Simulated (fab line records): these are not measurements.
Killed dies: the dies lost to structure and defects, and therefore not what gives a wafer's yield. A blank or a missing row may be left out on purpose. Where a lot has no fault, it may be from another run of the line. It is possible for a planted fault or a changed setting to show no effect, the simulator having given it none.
fab line records | flow n5-finfet
[record] lots = 9 wafers = 25 last-day = 17
route steps=1938 shown BEOL_M0_SAQP@633 BEOL_M4@1111 PASSIVATION@1936
lots untouched by any fault: they come from a run of this same line in which no faults occurred
start-h: the number of hours between the record's first day and the start of the first shown wafer of the lot | wait-h: time in hours since the lot's previous step | " repeats the value in the row above | L1.1+2: several wafers, shown together as one row | - no value, or no start was given | * or withheld: withheld | < > ~ a bound
route shown NAME@n: a module of which the file shows steps, and the number in the route of the first | usual: mean/standard deviation of fault-free wafers | same: alike in all rows | chamber/n: place in a boat | sites: readings site by site | _std_site: the values' standard deviation | _edge_site: mean of outer sites minus mean of inner sites | radius-mm: how far each site lies from the wafer's centre | mask NAME#n: copy n | behind: the tool/chamber that last shaped the wafer | hold: why the lot went on hold/how many hours it stayed there/how the hold came to an end | device: transistor that didn't switch, given as n, p or np | end of line: at the end of the route, the tests of the same wafers | for a step that has no rows: nothing shown but its recipe | killed: dies that structure and defects cost at the first sort, which is not the same as the wafer's yield | map: a wafer's dies, marking killed ones x, the rest . and places with no die _
set.NAME: the setting the step ran with; set.NAME@STEP: the setting that earlier step ran with | model.NAME: the simulator's own value behind a step, which no gauge read
the route's steps for a sample of lots (tables are steps, rows are wafers)
services: from which hour (start-h, from the record's first day; less than 0 if before it) a tool's chamber was out of use, for how many hours, and why
[[steps]]
[step N5_BEOL_M0_SAQP_ILD_DEP_01]
[recipe] material = SiOC target-thk-a = 454.19 temp-c = 350 precursor = DEMS/O2 pressure-torr = 5 rf-w = 500 time-s = 8.7
[usual] heater-power-w = 450/46 showerhead-plenum-p-Torr = 5.687/0.014 susceptor-temp-C = 349.97/0.2 throttle-valve-pct = 11.7/0.53
// columns lot.wafer tool chamber start-h wait-h heater-power-w showerhead-plenum-p-Torr susceptor-temp-C throttle-valve-pct
L639.1 pecvd-03 0 104.61 0.0 473 5.687 349.83 11.6
L639.3 " 2 " " 444 5.678 350.08 11.6
L639.5 " 2 " " 438 5.666 350.03 11.2
L642.1 pecvd-03 0 124.11 0.0 429 5.685 350.23 11.6
L642.4 " 0 " " 438 5.675 350.20 11.5
L642.6 " 1 " " 344 5.684 350.21 11.5
L644.1 pecvd-03 0 135.89 0.0 448 5.673 350.36 11.6
L644.2 " 1 " " 400 5.687 350.01 11.2
L649.1 pecvd-04 1 167.09 0.0 442 5.691 350.11 12.5
L649.4 " 1 " " 441 5.683 349.94 12.7
L651.2 pecvd-02 2 186.82 0.0 475 5.693 349.96 10.7
L651.4 " 0 " " 423 5.678 350.07 12.6
L651.6 " 2 " " 454 5.697 350.16 11.1
L657.1 pecvd-03 0 224.63 0.0 444 5.675 350.22 11.3
L657.4 " 1 " " 374 5.698 350.05 11.5
L657.5 " 2 " " 496 5.676 349.61 11.6
L658.1 pecvd-04 0 229.86 0.0 453 5.693 350.31 11.8
L658.2 " 1 " " 382 5.690 350.07 12.7
L658.5 " 1 " " 385 5.697 349.98 12.5
L659.2 pecvd-03 0 232.83 0.0 455 5.681 349.78 11.4
L659.3 " 2 " " 531 5.646 349.98 11.4
L659.5 " 0 " " 441 5.689 349.82 11.7
L662.1 pecvd-02 1 247.98 0.0 431 5.706 349.60 12.2
L662.2 " 2 " " 494 5.699 350.16 11.1
L662.4 " 2 " " 506 5.694 349.97 11.3
[step N5_BEOL_M0_SAQP_EXPOSE_11]
[recipe] mask-id = M0_CORE na = 1.35 source-shape = dipole sigma-inner = 0.538 sigma-outer = 0.738 polarization = te target-cd-nm = 42 dose-mj = 55
// columns lot.wafer tool chamber start-h wait-h mask
L639.1+3+5 arfi-scanner-03 0 106.18 - M0_CORE#0
L642.1+4+6 arfi-scanner-01 0 125.49 - M0_CORE#0
L644.1+2 arfi-scanner-03 0 136.99 - M0_CORE#0
L649.1+4 arfi-scanner-03 0 168.54 - M0_CORE#0
L651.2+4+6 arfi-scanner-01 0 187.98 - M0_CORE#0
L657.1+4+5 arfi-scanner-03 0 225.74 - M0_CORE#0
L658.1+2+5 arfi-scanner-03 0 230.63 - M0_CORE#0
L659.2+3+5 arfi-scanner-03 0 233.81 - M0_CORE#0
L662.1+2+4 arfi-scanner-03 0 250.44 - M0_CORE#0
[step N5_BEOL_M0_SAQP_CD_MEAS_14]
[recipe] target-cd-nm = 42.5 landing-energy-ev = 500 detector = se-inlens
[usual] cd-nm = 42.55/0.29
// columns lot.wafer tool chamber start-h wait-h cd-nm
L639.1 cd-sem-01 0 106.30 - 42.31
L639.3 " 0 " " 42.55
L639.5 " 0 " " 42.43
L642.1 cd-sem-03 0 125.62 - 42.87
L642.4 " 0 " " 42.74
L642.6 " 0 " " 42.73
L644.1 cd-sem-02 0 137.12 - 39.82
L644.2 " 0 " " 42.53
L649.1 cd-sem-01 0 168.67 - 39.88
L649.4 " 0 " " 40.06
L651.2 cd-sem-01 0 188.10 - 42.00
L651.4 " 0 " " 42.43
L651.6 " 0 " " 42.08
L657.1 cd-sem-02 0 225.87 - 42.35
L657.4 " 0 " " 42.50
L657.5 " 0 " " 42.61
L658.1 cd-sem-01 0 230.76 - 42.01
L658.2 " 0 " " 42.38
L658.5 " 0 " " 42.46
L659.2 cd-sem-01 0 233.94 - 42.43
L659.3 " 0 " " 42.66
L659.5 " 0 " " 42.66
L662.1 cd-sem-03 0 250.57 - 42.25
L662.2 " 0 " " 42.93
L662.4 " 0 " " 43.27
[step N5_BEOL_M0_SAQP_OVL_MEAS_15]
[recipe] points-per-wafer = 44
[usual] M0_CORE_OVL = 0.0/0.77
// columns lot.wafer tool chamber start-h wait-h M0_CORE_OVL[nm]
L639.1 overlay-02 0 106.33 0.0 0.2
L639.3 " 0 " " -0.8
L639.5 " 0 " " -0.4
L642.1 overlay-02 0 125.65 0.0 1.7
L642.4 " 0 " " 0.1
L642.6 " 0 " " 0.4
L644.1 overlay-02 0 137.15 0.0 0.0
L644.2 " 0 " " -0.1
L649.1 overlay-01 0 168.70 0.0 -0.8
L649.4 " 0 " " -0.5
L651.2 overlay-02 0 188.13 0.0 1.9
L651.4 " 0 " " 0.5
L651.6 " 0 " " 1.0
L657.1 overlay-02 0 225.90 0.0 0.1
L657.4 " 0 " " 1.0
L657.5 " 0 " " 0.3
L658.1 overlay-01 0 230.79 0.0 0.1
L658.2 " 0 " " 0.6
L658.5 " 0 " " 0.5
L659.2 overlay-01 0 233.97 0.0 -1.0
L659.3 " 0 " " 0.2
L659.5 " 0 " " 0.2
L662.1 overlay-02 0 250.60 0.0 -0.2
L662.2 " 0 " " -0.7
L662.4 " 0 " " -0.2
[step N5_BEOL_M0_SAQP_HM_OPEN_112]
[recipe] chemistry = CHF3/O2 target = SiO2 stop-on = a-Si target-depth-a = 120 over-etch-frac = 1.25 mask-material = SOC time-s = 13.5 pressure-mtorr = 30 source-w = 650 bias-w = 170 Ar_flow_sccm = 200 CHF3_flow_sccm = 50 O2_flow_sccm = 5 ion-energy-ev = 200 ends = end-point
[usual] bias-w = 169.9/0.47 drypump-motor-current-A = 5.8/0.47 oes_f_703_au = 0.81/0.084 oes-product-au = 0.53/0.055 rf-vpp-V = 522/3.9 showerhead-plenum-p-Torr = 2.42/0.085 throttle-valve-pct = 18.85/0.24
// columns lot.wafer tool chamber start-h wait-h bias-w drypump-motor-current-A oes_f_703_au oes-product-au rf-hours-counter-h rf-vpp-V showerhead-plenum-p-Torr throttle-valve-pct
L639.1 rie-diel-02 2 106.70 0.0 170.4 5.1 0.81 0.54 67 520 2.35 18.68
L639.3 " 1 " " 169.5 5.5 0.78 0.50 133 519 2.50 18.81
L639.5 " 0 " " 170.4 5.1 0.70 0.45 - 509 2.28 19.44
L642.1 rie-diel-06 0 126.27 0.0 169.2 5.7 0.88 0.57 25 522 2.46 18.46
L642.4 " 1 " " 169.8 5.5 0.75 0.49 164 522 2.32 18.83
L642.6 " 3 " " 170.2 6.6 0.86 0.56 - 517 2.34 18.74
L644.1 rie-diel-05 2 137.47 0.0 171.1 5.4 0.75 0.48 163 529 2.41 19.17
L644.2 " 1 " " 169.3 5.8 0.78 0.50 164 520 2.51 18.96
L649.1 rie-diel-06 0 169.05 0.0 170.5 5.7 0.87 0.55 38 524 2.45 18.50
L649.4 " 1 " " 169.2 5.5 0.74 0.49 177 522 2.31 18.84
L651.2 rie-diel-06 0 188.49 0.0 170.0 5.8 0.86 0.55 45 522 2.45 18.51
L651.4 " 2 " " 169.8 6.5 0.77 0.51 153 526 2.41 18.96
L651.6 " 1 " " 170.1 5.5 0.73 0.48 - 521 2.31 18.84
L657.1 rie-diel-05 2 226.23 0.0 169.9 5.4 0.74 0.47 195 529 2.40 19.24
L657.4 " 3 " " 170.0 5.7 0.93 0.61 9 525 2.57 18.72
L657.5 " 1 " " 170.0 5.8 0.75 0.48 - 516 2.49 19.04
L658.1 rie-diel-02 3 231.04 0.0 169.6 6.6 0.89 0.58 28 525 2.46 18.54
L658.2 " 0 " " 169.3 5.1 0.89 0.57 35 519 2.56 19.05
L658.5 " 1 " " 169.6 5.5 0.74 0.48 - 519 2.49 18.91
L659.2 rie-diel-05 0 234.22 0.0 169.8 5.6 0.92 0.60 19 525 2.36 18.40
L659.3 " 3 " " 171.1 5.8 0.93 0.59 12 525 2.57 18.72
L659.5 " 3 " " 170.9 5.8 0.92 0.61 - 524 2.57 18.73
L662.1 rie-diel-02 3 250.85 0.0 169.6 6.6 0.88 0.57 33 526 2.45 18.54
L662.2 " 1 " " 168.9 5.6 0.73 0.47 184 519 2.48 18.91
L662.4 " 0 " " 169.5 5.1 0.87 0.57 40 518 2.55 19.05
[step N5_BEOL_M4_RC_MEAS_101]
[usual] DIBL_N = 36.3/1.2 DIBL_P = 36.7/1.5 IOFF_N = 0.164/0.02 IOFF_P = 0.214/0.024 ION_N = 673/8.5 ION_P = 461/5.9 SS_N = 71.6/0.44 SS_P = 73.3/0.55 VT_N = 249.4/2.4 VT_P = -250.0/2.3
// columns lot.wafer tool chamber start-h wait-h DIBL_N[mV/V] DIBL_P[mV/V] IOFF_N[nA/um] IOFF_P[nA/um] ION_N[uA/um] ION_P[uA/um] SS_N[mV/dec] SS_P[mV/dec] VT_N[mV] VT_P[mV]
L639.1 prober-01 0 158.09 0.0 36.3 35.8 0.162 0.194 674 458 71.9 73.4 249.4 -251.8
L639.3 " 0 " " 35.6 34.9 0.149 0.182 654 449 71.7 73.3 250.6 -255.3
L639.5 " 0 " " 36.4 35.2 0.160 0.188 655 453 71.4 74.0 249.2 -251.0
L642.1 prober-02 0 174.60 0.0 37.0 37.7 0.187 0.214 688 461 72.5 73.3 246.9 -248.0
L642.4 " 0 " " 35.4 36.0 0.150 0.183 673 456 71.9 73.1 251.1 -253.8
L642.6 " 0 " " 34.7 35.2 0.138 0.173 665 456 71.7 72.8 250.6 -253.1
L644.1 prober-01 0 205.52 0.0 36.2 36.5 0.157 0.238 679 466 71.6 73.2 245.6 -245.9
L644.2 " 0 " " 37.4 37.3 0.179 0.263 691 480 71.8 73.7 247.9 -244.0
L649.1 prober-01 0 230.53 0.0 35.0 35.5 0.152 0.205 681 469 71.4 73.2 250.3 -251.2
L649.4 " 0 " " 37.1 37.1 0.197 0.226 686 462 72.0 73.9 243.9 -252.1
L651.2 prober-02 0 247.90 0.2 37.8 36.6 0.164 0.201 673 456 71.4 73.5 248.8 -251.1
L651.4 " 0 " " 36.2 35.0 0.148 0.183 663 451 71.5 73.3 250.9 -253.0
L651.6 " 0 " " 37.2 35.5 0.161 0.202 663 451 72.0 73.1 250.2 -249.0
L657.1 prober-01 0 280.96 0.0 33.7 35.5 0.131 0.181 664 458 71.2 72.7 252.4 -252.3
L657.4 " 0 " " 32.4 33.5 0.114 0.160 662 455 71.1 72.2 254.5 -253.9
L657.5 " 0 " " 34.8 36.5 0.151 0.200 660 454 70.9 73.3 249.7 -249.8
L659.2 prober-02 0 286.32 0.2 38.6 37.3 0.201 0.240 679 465 71.2 73.5 245.6 -246.5
L659.3 " 0 " " 36.9 36.2 0.162 0.213 664 454 70.9 73.0 249.2 -248.0
L659.5 " 0 " " 39.0 37.4 0.196 0.229 666 460 71.8 73.7 246.6 -249.1
L658.1 prober-01 0 286.48 0.0 36.5 36.7 0.186 0.219 677 459 71.7 73.8 248.8 -249.0
L658.2 " 0 " " 35.7 35.6 0.168 0.209 691 464 71.4 73.6 247.4 -251.4
L658.5 " 0 " " 34.4 34.3 0.150 0.187 681 463 71.3 73.1 251.1 -252.3
L662.1 prober-02 0 307.18 0.0 36.3 38.1 0.159 0.214 680 465 71.2 73.8 251.0 -251.5
L662.2 " 0 " " 36.1 38.3 0.160 0.214 672 465 71.2 73.3 251.5 -250.7
L662.4 " 0 " " 38.6 40.1 0.200 0.258 682 469 72.3 74.7 247.2 -249.7
[step N5_PASSIVATION_PROBE_49]
[usual] defect-limited-yield = 91.2/1.5 killed_at_M0_to_M3 = 35/11 killed_at_M4_up = 13/5.6 killed-at-contacts = 13/6.3 killed-at-front-end = 38/12 killed-at-other = 3.7/2.9 killed-dies = 104/18 killed-open = 69/13 killed-short = 34/8.3 sort_bin_5_function = 5.2/0.95 sort_bin_6_memory = 3.3/0.68 sort-n-pass = 1076/18 sort-yield-pct = 91.2/1.5
[same] gross-dies = 1180 killed-at-back-side = 0 sort_bin_4_leakage[%] = 0 sort_bin_8_speed[%] = 0
// columns lot.wafer tool chamber start-h wait-h defect-limited-yield[%] killed_at_M0_to_M3 killed_at_M4_up killed-at-contacts killed-at-front-end killed-at-other killed-dies killed-open killed-short sort_bin_5_function[%] sort_bin_6_memory[%] sort-n-pass sort-yield-pct[%]
L644.1 prober-01 - 311.51 0.0 91.4 25 15 20 38 3 101 63 36 5.3 3.1 1079 91.4
L644.2 prober-01 - 311.56 0.1 92.3 29 16 9 33 4 91 61 27 4.3 3.1 1089 92.3
// killed by level:class
L644.1 MOL_CONTACT_COAG:geometric-particle:open=14 FIN_SAQP:geometric-particle:short=7 FIN_SAQP:geometric-particle:open=7 STI_FIN_REVEAL:geometric-particle:open=7 BEOL_M5:geometric-particle:open=7 MOL_CONTACT_COAG:geometric-particle:short=6 DUMMY_GATE:geometric-particle:open=5 BEOL_M0_SAQP:geometric-particle:short=5
L644.2 FIN_SAQP:geometric-particle:open=9 BEOL_M1:geometric-particle:open=7 BEOL_M4:geometric-particle:open=7 MOL_CONTACT_COAG:geometric-particle:open=6 BEOL_M0_SAQP:geometric-particle:open=6 STI_FIN_REVEAL:geometric-particle:open=5 BEOL_M0_SAQP:geometric-particle:short=5 FIN_SAQP:geometric-particle:short=4
[[services]]
// columns tool chamber start-h hours kind
rie-diel-05 3 87.43 14.2 repair
arfi-scanner-01 - 88.81 36.0 pm
rie-diel-02 0 89.49 2.7 repair
pecvd-02 0 92.22 3.7 repair
rie-diel-06 1 113.05 1.8 repair
rie-diel-02 2 113.09 5.5 repair
rie-diel-02 3 114.85 2.7 repair
arfi-scanner-01 - 125.79 1.0 pm
arfi-scanner-01 - 126.79 1.3 pm
rie-diel-05 0 134.07 5.7 repair
arfi-scanner-03 - 138.90 3.9 pm
arfi-scanner-01 - 145.69 0.8 pm
arfi-scanner-01 - 147.39 3.1 pm
arfi-scanner-01 - 159.81 4.9 pm
pecvd-03 2 166.60 19.3 repair
arfi-scanner-03 - 170.26 1.2 repair
arfi-scanner-03 - 176.59 1.3 pm
arfi-scanner-03 - 187.16 1.0 pm
rie-diel-02 2 187.47 42.2 repair
rie-diel-05 - 197.43 0.5 repair
arfi-scanner-03 - 211.25 1.0 pm
arfi-scanner-03 - 212.71 0.8 pm
arfi-scanner-01 - 238.40 9.7 repair
pecvd-02 1 242.54 2.1 repair
[[key]]
[first-sign] step = N5_BEOL_M0_SAQP_CD_MEAS_14 reading = cd-nm direction = down sigmas = 8.9 usual = 42.55 struck = 39.92
effect none on later readings
met-at N5_BEOL_M0_SAQP_EXPOSE_11
struck-lots L644,L649
struck-wafers L644.1,L649.1,L649.4
not-acting-at N5_BEOL_M0_SAQP_ILD_DEP_01,N5_BEOL_M0_SAQP_OVL_MEAS_15,N5_BEOL_M0_SAQP_HM_OPEN_112
onset-between 106.18 136.99
[fault] kind = process-parameter-drift tool = arfi-scanner-03 chamber = - onset-h = 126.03 steps = N5_BEOL_M0_SAQP_EXPOSE_11 channel = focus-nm offset = 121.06 shape = step end-h = 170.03 scope = struck-wafers-only
